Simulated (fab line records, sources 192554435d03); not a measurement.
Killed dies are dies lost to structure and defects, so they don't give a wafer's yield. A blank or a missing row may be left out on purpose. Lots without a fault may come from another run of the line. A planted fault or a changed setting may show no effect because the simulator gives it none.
Chamber matching | flow n5_finfet | N5_BEOL_M1_ETCH_77 on rie_diel-05: 4 sister chambers
The step etches underlayer in N2/H2, target depth 6.5 nm, time 5.2 s. 16 wafers are shown with their chamber, then 8 later ones without.

WAFERS WITH THEIR CHAMBER
wafer  | chamber | showerhead_plenum_p_Torr (Torr) | oes_product_au (a.u.) | drypump_motor_current_A (A)
L078.1 | 2       | 2.58                            | 0.73                  | 5.8
L078.3 | 0       | 2.46                            | 0.66                  | 5.2
L078.4 | 1       | 2.56                            | 0.71                  | 5.8
L080.1 | 1       | 2.56                            | 0.71                  | 5.8
L080.3 | 0       | 2.46                            | 0.66                  | 5.2
L080.6 | 2       | 2.58                            | 0.73                  | 5.8
L081.4 | 2       | 2.58                            | 0.72                  | 5.8
L081.5 | 1       | 2.56                            | 0.71                  | 5.8
L081.6 | 0       | 2.46                            | 0.66                  | 5.1
L082.1 | 0       | 2.46                            | 0.66                  | 5.1
L082.5 | 1       | 2.56                            | 0.70                  | 5.8
L082.6 | 0       | 2.46                            | 0.66                  | 5.1
L084.1 | 3       | 2.62                            | 0.56                  | 5.6
L084.3 | 1       | 2.56                            | 0.70                  | 5.8
L084.4 | 0       | 2.46                            | 0.66                  | 5.1
L087.2 | 1       | 2.55                            | 0.70                  | 5.8

SIGNATURES (means of the wafers above)
reading                  | chamber 0 | chamber 1 | chamber 2 | chamber 3 | scatter within a chamber
showerhead_plenum_p_Torr | 2.4600    | 2.5583    | 2.5800    | 2.6200    | 0.00264
oes_product_au           | 0.6600    | 0.7050    | 0.7267    | 0.5600    | 0.00425
drypump_motor_current_A  | 5.133     | 5.800     | 5.800     | 5.600     | 0.0333
Rule: a wafer's distance from a chamber is the root of the sum, over the readings, of the square of ((its reading less the chamber's mean) divided by the reading's scatter). The wafer belongs to the nearest chamber; if the next one is less than 2 further off, it can't be placed. The scatter: the root of (the sum of the squares of (reading less its chamber's mean) over the shown wafers, divided by (wafers less chambers)).

WAFERS WITHOUT THEIR CHAMBER
wafer  | showerhead_plenum_p_Torr (Torr) | oes_product_au (a.u.) | drypump_motor_current_A (A)
L087.5 | 2.46                            | 0.65                  | 5.1
L087.6 | 2.55                            | 0.70                  | 5.8
L088.1 | 2.46                            | 0.65                  | 5.2
L088.3 | 2.56                            | 0.71                  | 5.8
L088.5 | 2.62                            | 0.58                  | 5.7
L089.1 | 2.62                            | 0.58                  | 5.7
L089.2 | 2.55                            | 0.69                  | 5.8
L089.6 | 2.55                            | 0.69                  | 5.8

WHICH CHAMBER EACH WENT THROUGH
wafer  | from the rows above | in truth
L087.5 | 0                   | 0
L087.6 | 1                   | 1
L088.1 | 0                   | 0
L088.3 | 1                   | 1
L088.5 | 3                   | 3
L089.1 | 3                   | 3
L089.2 | 1                   | 1
L089.6 | 1                   | 1
Placed correctly: 8 of 8. Can't be placed from these rows: 0. Placed wrongly: 0.
